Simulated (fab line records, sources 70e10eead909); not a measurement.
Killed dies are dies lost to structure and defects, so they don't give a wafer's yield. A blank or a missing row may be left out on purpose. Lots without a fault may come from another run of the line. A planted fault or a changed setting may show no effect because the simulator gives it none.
fab line records | flow nand_harc
record lots=6 wafers=18 last_day=33
route steps=1302 shown P_ZERO_WELL@60 P_STI@69 END@1302
lots that met no fault: from a run of the same line without faults
start_h: hours from the record's first day to the start of the lot's first wafer shown | wait_h: hours since the lot's step before | " the same as in the row above | L1.1+2: a row that stands for several wafers | - no value, or no start given | * or withheld: withheld | < > ~ a bound
route shown NAME@n: a module of which the file shows steps, and the number in the route of the first | usual: mean/standard deviation of fault-free wafers | same: alike in all rows | chamber/n: place in a boat | sites: the reading at each site | _std_site: their standard deviation | _edge_site: outer sites' mean less inner sites' | radius_mm: how far each site lies from the wafer's centre | mask NAME#n: copy n | behind: the tool/chamber that last shaped the wafer | hold: why the lot was held/for how many hours/how that ended | device: the transistor (n, p or np) that didn't switch | end of line: the same wafers' tests at the end of the route | a step without rows: its recipe alone | killed: dies lost to structure and defects at the first sort, not the wafer's yield | map: a wafer's dies, x killed, . not, _ none there
set.NAME: the setting as run; set.NAME@STEP: as run at that earlier step | model.NAME: the simulator's own value behind a step, which no gauge read
lots at some steps of the route; a table a step, a row a wafer
services: from which hour (start_h, from the record's first day; less than 0 if before it) a tool's chamber was out of use, for how many hours, and why
## steps
# step NHARC_P_ZERO_WELL_HARDBAKE_53
# recipe temp_c=125 time_s=80
# step NHARC_P_ZERO_WELL_DESCUM_54
# recipe time_s=3 o2_flow_sccm=200 ar_flow_sccm=0 bias_power_w=0 chemistry=O2
# usual drypump_motor_current_A=5.5/0.43 oes_product_au=1.003/0.0087 rf_vpp_V=57.6/0.93 showerhead_plenum_p_Torr=1.89/0.07 throttle_valve_pct=11.312/0.0087
# same bias_power_w=0
# columns lot.wafer tool chamber start_h wait_h drypump_motor_current_A oes_product_au rf_hours_counter_h rf_vpp_V showerhead_plenum_p_Torr throttle_valve_pct
L324.3 rie_diel-13 2 45.97 - 5.3 1.008 14 56.7 1.85 11.301
L324.2 " 3 " " 5.4 1.001 13 58.2 1.82 11.320
L324.5 " 1 " " 5.9 1.007 - 57.3 1.99 11.317
L328.4 rie_diel-10 1 85.94 - 5.6 0.999 4 59.0 1.95 11.302
L328.6 " 3 " " 5.5 1.001 - 56.5 1.84 11.299
L328.5 " 0 " " 5.7 1.010 - 58.7 1.86 11.312
L331.4 rie_diel-13 3 115.92 - 5.4 1.013 37 56.4 1.81 11.315
L331.6 " 2 " " 5.3 1.013 - 56.0 1.85 11.305
L331.5 " 3 " " 5.4 1.001 - 58.3 1.81 11.294
L341.3 rie_diel-10 0 215.83 - 5.7 1.009 43 55.7 1.85 11.317
L341.2 " 2 " " 5.2 1.007 42 58.0 1.89 11.324
L341.5 " 1 " " 5.7 1.006 - 57.6 1.94 11.315
L342.4 rie_diel-02 1 227.60 - 6.4 1.002 0 57.9 1.79 11.320
L342.1 " 2 " " 5.4 1.011 0 55.1 1.93 11.305
L342.5 " 0 " " 5.2 1.011 - 57.5 1.99 11.305
L344.3 rie_diel-02 0 245.82 - 5.2 0.994 9 58.4 1.99 11.306
L344.4 " 1 " " 6.4 0.978 9 58.6 1.79 11.303
L344.5 " 1 " " 6.4 0.983 - 57.6 1.79 11.317
# step NHARC_P_ZERO_WELL_IMPLANT_55
# recipe energy_kev=180 dose_cm2=8e+11 tilt_deg=7
# step NHARC_P_ZERO_WELL_IMPLANT_61
# recipe energy_kev=30 dose_cm2=5e+11 tilt_deg=7
# step NHARC_P_ZERO_WELL_STRIP_56
# recipe time_s=840 temp_c=130 chemistry=SPM
# step NHARC_P_ZERO_WELL_PRECLEAN_68
# recipe time_s=60 temp_c=50 bath_age_min=0 chemistry=SC1
# step NHARC_P_ZERO_WELL_SRD_69
# step NHARC_P_ZERO_WELL_RTA_42
# recipe temp_c=1100 time_s=300
# usual lamp_power_pct=37.6/2.9 wafer_temp_C_max=1104.5/1.2
# columns lot.wafer tool chamber start_h wait_h lamp_power_pct wafer_temp_C_max
L324.2 rtp_anneal-02 0 47.05 - 34.9 1102.5
L324.3 " 0 " " 34.9 1104.3
L324.5 " 0 " " 34.9 1103.0
L328.4 rtp_anneal-02 0 87.21 - 34.9 1104.8
L328.5 " 0 " " 34.9 1104.2
L328.6 " 0 " " 34.8 1103.9
L331.4 rtp_anneal-01 0 117.30 - 40.8 1105.9
L331.5 " 0 " " 40.8 1105.9
L331.6 " 0 " " 40.8 1104.1
L341.2 rtp_anneal-01 0 216.91 - 40.7 1106.1
L341.3 " 0 " " 40.8 1105.5
L341.5 " 0 " " 40.7 1106.2
L342.1 rtp_anneal-02 0 228.55 - 34.8 1103.5
L342.4 " 0 " " 34.8 1102.6
L342.5 " 0 " " 34.8 1102.6
L344.3 rtp_anneal-02 0 247.04 - 35.0 1104.7
L344.4 " 0 " " 34.9 1104.6
L344.5 " 0 " " 34.8 1104.7
# step NHARC_P_ZERO_WELL_INSPECT_43
# usual raw_defect_count=14/6.4
# columns lot.wafer tool chamber start_h wait_h raw_defect_count
L324.2 defect_inspect-01 - 47.63 0.5 30
L324.3 " - " " 30
L324.5 " - " " 16
L328.4 defect_inspect-01 - 87.57 0.2 9
L328.5 " - " " 15
L328.6 " - " " 10
L331.4 defect_inspect-02 - 117.66 0.2 13
L331.5 " - " " 9
L331.6 " - " " 5
L341.2 defect_inspect-02 - 217.48 0.5 14
L341.3 " - " " 18
L341.5 " - " " 23
L342.1 defect_inspect-02 - 229.22 0.6 11
L342.4 " - " " 16
L342.5 " - " " 21
L344.3 defect_inspect-01 - 247.51 0.4 14
L344.4 " - " " 31
L344.5 " - " " 11
# step NHARC_P_STI_ETCH_26
# recipe target_depth_a=110 chemistry=dHF material=SiO2
# step NHARC_P_STI_PRECLEAN_27
# recipe time_s=* temp_c=50 bath_age_min=0 chemistry=SC1
# step NHARC_P_STI_SRD_28
# step NHARC_P_STI_OXIDE_29
# recipe target_thk_a=100 temp_c=900 ox_time_s=1362 material=SiO2
# usual spike_tc_lower_C=899.4/1.1
# columns lot.wafer tool chamber start_h wait_h spike_tc_lower_C
L324.2 furnace-06 0 51.59 - 899.6
L324.3 " 0 " " 900.2
L324.5 " 0 " " 897.7
L328.4 furnace-06 0 91.52 - 898.3
L328.5 " 0 " " 898.6
L328.6 " 0 " " 898.6
L331.4 furnace-02 0 123.77 - 898.5
L331.5 " 0 " " 898.2
L331.6 " 0 " " 899.9
L331.4 furnace-02 0 131.17 3.7 899.5
L331.5 " 0 " " 900.0
L331.6 " 0 " " 898.7
L341.2 furnace-03 0 221.81 - 899.7
L341.3 " 0 " " 900.4
L341.5 " 0 " " 902.3
L341.2 furnace-03 0 225.82 0.3 899.1
L341.3 " 0 " " 900.7
L341.5 " 0 " " 899.9
L342.1 furnace-06 0 233.26 - 898.8
L342.4 " 0 " " 896.8
L342.5 " 0 " " 900.1
L344.3 furnace-06 0 253.11 - 897.1
L344.4 " 0 " " 897.1
L344.5 " 0 " " 898.8
# step NHARC_P_STI_HM_DEP_30
# recipe target_thk_a=800 temp_c=790 pressure_mtorr=300 time_s=873 material=Si3N4
# step NHARC_END_SORT_01
# recipe temp_c=25
# usual killed_at_array=46/16 killed_at_other=0.9/1.3 killed_at_periphery=4.1/3 killed_dies=51/17 killed_open=3.5/1.8 killed_short=2.5/1.8
# same gross_dies=677
# columns lot.wafer tool chamber start_h wait_h killed_at_array killed_at_other killed_at_periphery killed_dies killed_open killed_short
L324.2 prober-02 0 588.54 2.8 32 1 2 35 2 3
L324.3 prober-02 0 589.33 3.1 46 0 2 48 6 1
L324.5 prober-02 0 590.89 3.6 43 0 1 44 1 0
L328.4 prober-01 0 638.95 3.4 33 0 2 35 2 3
L328.5 prober-01 0 639.74 3.6 33 1 0 34 2 1
L328.6 prober-01 0 640.52 3.9 16 0 2 18 0 0
L331.4 prober-01 0 661.16 3.5 88 1 7 96 7 3
L331.5 prober-01 0 661.98 3.8 70 0 2 72 1 3
L331.6 prober-01 0 662.80 4.1 81 0 2 83 5 2
L342.1 prober-01 0 761.89 2.5 61 2 3 66 3 6
L342.4 prober-01 0 764.31 3.4 56 1 7 64 1 2
L342.5 prober-01 0 765.11 3.7 66 0 3 69 2 5
L341.2 prober-01 0 771.51 2.8 44 0 2 46 2 1
L341.3 prober-01 0 772.31 3.1 32 0 2 34 2 1
L341.5 prober-01 0 773.92 3.7 44 0 5 49 3 6
L344.3 prober-01 0 784.73 3.1 42 2 3 47 1 1
L344.4 prober-01 0 785.52 3.4 54 1 4 59 5 2
L344.5 prober-01 0 786.32 3.7 39 4 2 45 3 1
# killed by level:class
L324.2 A_CHANNEL_HOLE_D2:chamber_film_flake=20 A_CHANNEL_HOLE_D1:chamber_film_flake=4 A_ONON_D1:geometric_particle:short=2 A_M0:chamber_film_flake=2 A_ONON_D1:geometric_particle:open=1 A_ONON_D2:geometric_particle:short=1 A_WL_FILL:geometric_particle:open=1 P_STI:chamber_film_flake=1
L324.3 A_CHANNEL_HOLE_D2:chamber_film_flake=34 A_ONON_D1:geometric_particle:open=3 P_STI:chamber_film_flake=2 A_M0:chamber_film_flake=2 A_SOURCE_PLATE:geometric_particle:open=1 A_CHANNEL_FILL_D2:geometric_particle:open=1 A_WL_FILL:geometric_particle:short=1 A_WL_FILL:geometric_particle:open=1
L324.5 A_CHANNEL_HOLE_D2:chamber_film_flake=29 A_STAIRCASE:chamber_film_flake=3 A_M0:chamber_film_flake=3 A_ZERO_WELL:chamber_film_flake=2 A_CHANNEL_HOLE_D1:chamber_film_flake=2 A_CHANNEL_FILL_D2:chamber_film_flake=2 A_BLC:geometric_particle:open=1 P_STI:chamber_film_flake=1
L328.4 A_CHANNEL_HOLE_D2:chamber_film_flake=9 A_CONTACT:chamber_film_flake=7 A_BLC:chamber_film_flake=6 A_ONON_D2:geometric_particle:short=2 A_ZERO_WELL:chamber_film_flake=2 A_CHANNEL_HOLE_D1:chamber_film_flake=2 A_SLIT:chamber_film_flake=2 P_GATE:geometric_particle:open=1
L328.5 A_CHANNEL_HOLE_D2:chamber_film_flake=15 A_CONTACT:chamber_film_flake=7 A_CHANNEL_HOLE_D1:chamber_film_flake=3 A_BLC:chamber_film_flake=3 A_ONON_D2:geometric_particle:open=1 A_WL_FILL:geometric_particle:open=1 A_WL_FILL:geometric_particle:short=1 A_ZERO_WELL:chamber_film_flake=1
L328.6 A_CHANNEL_HOLE_D2:chamber_film_flake=7 A_CONTACT:chamber_film_flake=3 P_ZERO_WELL:chamber_film_flake=2 A_BLC:chamber_film_flake=2 A_ZERO_WELL:chamber_film_flake=1 A_CHANNEL_HOLE_D1:chamber_film_flake=1 A_CHANNEL_FILL_D2:chamber_film_flake=1 A_STAIRCASE:chamber_film_flake=1
L331.4 A_CHANNEL_HOLE_D1:chamber_film_flake=37 A_SLIT:chamber_film_flake=36 P_GATE:chamber_film_flake=4 A_CHANNEL_HOLE_D2:chamber_film_flake=4 A_CONTACT:chamber_film_flake=2 P_CONTACT:geometric_particle:open=1 P_M0:geometric_particle:open=1 A_SOURCE_PLATE:geometric_particle:short=1
L331.5 A_SLIT:chamber_film_flake=29 A_CHANNEL_HOLE_D1:chamber_film_flake=18 A_CHANNEL_HOLE_D2:chamber_film_flake=12 A_CONTACT:chamber_film_flake=6 P_GATE:geometric_particle:open=1 A_ONON_D1:geometric_particle:short=1 A_CHANNEL_FILL_D2:geometric_particle:short=1 A_WL_FILL:geometric_particle:short=1
L331.6 A_CHANNEL_HOLE_D1:chamber_film_flake=33 A_SLIT:chamber_film_flake=21 A_CHANNEL_HOLE_D2:chamber_film_flake=16 A_CONTACT:chamber_film_flake=3 A_M0:geometric_particle:open=2 A_ONON_D1:geometric_particle:short=1 A_CHANNEL_FILL_D2:geometric_particle:short=1 A_WL_FILL:geometric_particle:open=1
L342.1 A_SLIT:chamber_film_flake=31 A_CHANNEL_HOLE_D2:chamber_film_flake=18 A_CHANNEL_HOLE_D1:chamber_film_flake=4 THIN_TSV:chamber_film_flake=2 P_CONTACT:geometric_particle:open=1 P_M1:geometric_particle:open=1 A_SOURCE_PLATE:geometric_particle:short=1 A_CHANNEL_FILL_D1:geometric_particle:short=1
L342.4 A_CHANNEL_HOLE_D2:chamber_film_flake=25 A_SLIT:chamber_film_flake=17 A_CHANNEL_HOLE_D1:chamber_film_flake=8 P_GATE:chamber_film_flake=3 A_STAIRCASE:chamber_film_flake=3 P_STI:chamber_film_flake=2 P_ZERO_WELL:geometric_particle:short=1 A_SOURCE_PLATE:geometric_particle:open=1
L342.5 A_SLIT:chamber_film_flake=27 A_CHANNEL_HOLE_D2:chamber_film_flake=18 A_CHANNEL_HOLE_D1:chamber_film_flake=12 A_ONON_D2:geometric_particle:short=2 P_ZERO_WELL:chamber_film_flake=2 A_SOURCE_PLATE:geometric_particle:short=1 A_ONON_D1:geometric_particle:short=1 A_DECK1_JOINT:geometric_particle:open=1
L341.2 A_CONTACT:chamber_film_flake=14 A_CHANNEL_HOLE_D1:chamber_film_flake=11 A_SLIT:chamber_film_flake=6 A_STAIRCASE:chamber_film_flake=5 A_BLC:geometric_particle:open=2 A_ONON_D1:geometric_particle:short=1 P_CONTACT:chamber_film_flake=1 P_GATE:chamber_film_flake=1
L341.3 A_CHANNEL_HOLE_D1:chamber_film_flake=15 A_CONTACT:chamber_film_flake=6 A_SLIT:chamber_film_flake=5 A_SGD_CUT:geometric_particle:open=1 A_WL_FILL:geometric_particle:short=1 A_WL_FILL:geometric_particle:open=1 P_ZERO_WELL:chamber_film_flake=1 P_CONTACT:chamber_film_flake=1
L341.5 A_CONTACT:chamber_film_flake=13 A_CHANNEL_HOLE_D1:chamber_film_flake=9 A_SLIT:chamber_film_flake=6 A_WL_FILL:geometric_particle:short=3 P_GATE:chamber_film_flake=3 A_ZERO_WELL:chamber_film_flake=2 A_CHANNEL_HOLE_D2:chamber_film_flake=2 A_CHANNEL_FILL_D2:chamber_film_flake=2
L344.3 A_CHANNEL_HOLE_D2:chamber_film_flake=17 A_STAIRCASE:chamber_film_flake=6 A_SLIT:chamber_film_flake=6 A_CHANNEL_HOLE_D1:chamber_film_flake=4 A_WL_FILL:chamber_film_flake=3 A_CONTACT:chamber_film_flake=3 P_ZERO_WELL:chamber_film_flake=2 THIN_TSV:chamber_film_flake=2
L344.4 A_CHANNEL_HOLE_D2:chamber_film_flake=25 A_CHANNEL_HOLE_D1:chamber_film_flake=8 A_SLIT:chamber_film_flake=7 A_STAIRCASE:chamber_film_flake=4 P_ZERO_WELL:chamber_film_flake=2 P_STI:chamber_film_flake=2 A_CONTACT:chamber_film_flake=2 A_ONON_D1:geometric_particle:open=1
L344.5 A_CHANNEL_HOLE_D2:chamber_film_flake=13 A_CHANNEL_HOLE_D1:chamber_film_flake=8 A_SLIT:chamber_film_flake=7 THIN_TSV:chamber_film_flake=4 A_SGD_CUT:chamber_film_flake=3 A_STAIRCASE:chamber_film_flake=3 A_ONON_D2:geometric_particle:open=1 A_STAIRCASE:geometric_particle:open=1
## services
# columns tool chamber start_h hours kind
rie_diel-10 0 22.51 - clean
rie_diel-10 1 22.51 - clean
rie_diel-10 2 22.51 - clean
rie_diel-10 3 22.51 - clean
rie_diel-13 0 23.74 - clean
rie_diel-13 1 23.74 - clean
rie_diel-13 2 23.74 - clean
rie_diel-13 3 23.74 - clean
rie_diel-13 1 31.82 4.5 repair
rie_diel-13 - 36.05 1.3 repair
rie_diel-02 - 39.76 9.0 pm
rie_diel-02 0 39.76 9.0 vent_cycle
rie_diel-02 1 39.76 9.0 vent_cycle
rie_diel-02 2 39.76 9.0 vent_cycle
rie_diel-02 3 39.76 9.0 vent_cycle
rie_diel-10 - 66.00 9.0 pm
rie_diel-13 3 120.59 3.0 repair
rie_diel-13 - 167.23 9.0 pm
rie_diel-13 - 186.67 0.6 repair
rie_diel-10 1 191.63 15.1 repair
rie_diel-02 - 216.76 9.0 pm
rie_diel-13 - 222.22 1.0 repair
rie_diel-10 - 243.03 9.0 pm
rie_diel-13 0 251.50 13.5 repair
## key
first_sign step=NHARC_P_STI_OXIDE_29 reading=visit direction=added
effect none on later readings
met_at NHARC_P_STI_OXIDE_29
struck_wafers L331.4,L331.5,L331.6,L341.2,L341.3,L341.5
tester_left_out L331,L341
fault kind=repeated_step_whole tool=furnace-02,furnace-03,furnace-06 chamber=- onset_h=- steps=NHARC_P_STI_OXIDE_29 times=1 scope=struck_lots_only
# tester_left_out: of these lots the tester's yield and bins aren't shown, on N5 and GAA mostly nor the transistor test; their killed dies are dies lost to structure and defects alone, not to doping, threshold or leakage, so they don't give the yield
